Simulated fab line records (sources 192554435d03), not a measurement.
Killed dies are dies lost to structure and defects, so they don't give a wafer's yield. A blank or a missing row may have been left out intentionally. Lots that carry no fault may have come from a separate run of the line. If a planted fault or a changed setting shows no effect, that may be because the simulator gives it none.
Matching of chambers / flow n5_finfet / rie_diel-02 running N5_BEOL_M1_STRIP_66: 4 sister chambers
The step strips in CF4. 14 wafers are shown with their chamber, then 7 later ones without.

== EACH WAFER AND ITS CHAMBER ==
wafer=L079.1; chamber=1; showerhead_plenum_p_Torr (Torr)=1.87; drypump_motor_current_A (A)=6.2; throttle_valve_pct (%)=13.36
wafer=L079.2; chamber=0; showerhead_plenum_p_Torr (Torr)=1.89; drypump_motor_current_A (A)=6.0; throttle_valve_pct (%)=13.24
wafer=L079.6; chamber=2; showerhead_plenum_p_Torr (Torr)=1.72; drypump_motor_current_A (A)=6.2; throttle_valve_pct (%)=13.91
wafer=L085.1; chamber=2; showerhead_plenum_p_Torr (Torr)=1.71; drypump_motor_current_A (A)=6.2; throttle_valve_pct (%)=13.95
wafer=L085.4; chamber=1; showerhead_plenum_p_Torr (Torr)=1.87; drypump_motor_current_A (A)=6.2; throttle_valve_pct (%)=13.37
wafer=L085.5; chamber=3; showerhead_plenum_p_Torr (Torr)=1.91; drypump_motor_current_A (A)=5.6; throttle_valve_pct (%)=13.34
wafer=L088.1; chamber=1; showerhead_plenum_p_Torr (Torr)=1.87; drypump_motor_current_A (A)=6.2; throttle_valve_pct (%)=13.41
wafer=L088.4; chamber=0; showerhead_plenum_p_Torr (Torr)=1.88; drypump_motor_current_A (A)=6.0; throttle_valve_pct (%)=13.26
wafer=L088.6; chamber=3; showerhead_plenum_p_Torr (Torr)=1.90; drypump_motor_current_A (A)=5.6; throttle_valve_pct (%)=13.35
wafer=L089.1; chamber=2; showerhead_plenum_p_Torr (Torr)=1.71; drypump_motor_current_A (A)=6.2; throttle_valve_pct (%)=13.96
wafer=L089.2; chamber=1; showerhead_plenum_p_Torr (Torr)=1.87; drypump_motor_current_A (A)=6.2; throttle_valve_pct (%)=13.40
wafer=L089.4; chamber=0; showerhead_plenum_p_Torr (Torr)=1.88; drypump_motor_current_A (A)=6.0; throttle_valve_pct (%)=13.27
wafer=L090.2; chamber=3; showerhead_plenum_p_Torr (Torr)=1.90; drypump_motor_current_A (A)=5.5; throttle_valve_pct (%)=13.34
wafer=L090.3; chamber=2; showerhead_plenum_p_Torr (Torr)=1.71; drypump_motor_current_A (A)=6.2; throttle_valve_pct (%)=13.97

SIGNATURES (means of the wafers above)
reading=showerhead_plenum_p_Torr; chamber 0=1.8833; chamber 1=1.8700; chamber 2=1.7125; chamber 3=1.9033; scatter within a chamber=0.00456
reading=drypump_motor_current_A; chamber 0=6.000; chamber 1=6.200; chamber 2=6.200; chamber 3=5.567; scatter within a chamber=0.0258
reading=throttle_valve_pct; chamber 0=13.2567; chamber 1=13.3850; chamber 2=13.9475; chamber 3=13.3433; scatter within a chamber=0.0208
Rule: for each reading, subtract the chamber's mean from the wafer's reading, divide by that reading's scatter and square the result; add these up over the readings and take the root, which gives the wafer's distance from the chamber. The wafer belongs to the nearest chamber; if the next one is less than 2 further off, it can't be placed. How the scatter is found: for the shown wafers, subtract from each reading the mean of its chamber, square and add these, divide the total by (wafers less chambers), then take the root.

== WAFERS WITH NO CHAMBER GIVEN ==
wafer=L090.5; showerhead_plenum_p_Torr (Torr)=1.90; drypump_motor_current_A (A)=5.6; throttle_valve_pct (%)=13.35
wafer=L094.1; showerhead_plenum_p_Torr (Torr)=1.86; drypump_motor_current_A (A)=6.2; throttle_valve_pct (%)=13.42
wafer=L094.5; showerhead_plenum_p_Torr (Torr)=1.90; drypump_motor_current_A (A)=5.5; throttle_valve_pct (%)=13.39
wafer=L094.6; showerhead_plenum_p_Torr (Torr)=1.88; drypump_motor_current_A (A)=6.0; throttle_valve_pct (%)=13.29
wafer=L095.2; showerhead_plenum_p_Torr (Torr)=1.88; drypump_motor_current_A (A)=6.1; throttle_valve_pct (%)=13.30
wafer=L095.4; showerhead_plenum_p_Torr (Torr)=1.86; drypump_motor_current_A (A)=6.2; throttle_valve_pct (%)=13.42
wafer=L095.6; showerhead_plenum_p_Torr (Torr)=1.88; drypump_motor_current_A (A)=6.0; throttle_valve_pct (%)=13.30

== EACH ONE'S CHAMBER ==
wafer=L090.5; from the rows above=3; in truth=3
wafer=L094.1; from the rows above=1; in truth=1
wafer=L094.5; from the rows above=3; in truth=3
wafer=L094.6; from the rows above=0; in truth=0
wafer=L095.2; from the rows above=can't be placed: 0 or 1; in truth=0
wafer=L095.4; from the rows above=1; in truth=1
wafer=L095.6; from the rows above=0; in truth=0
Correctly placed: 6 of 7. Can't be placed from these rows: 1 (the true chamber is among the candidates in 1). Number placed wrongly: 0.
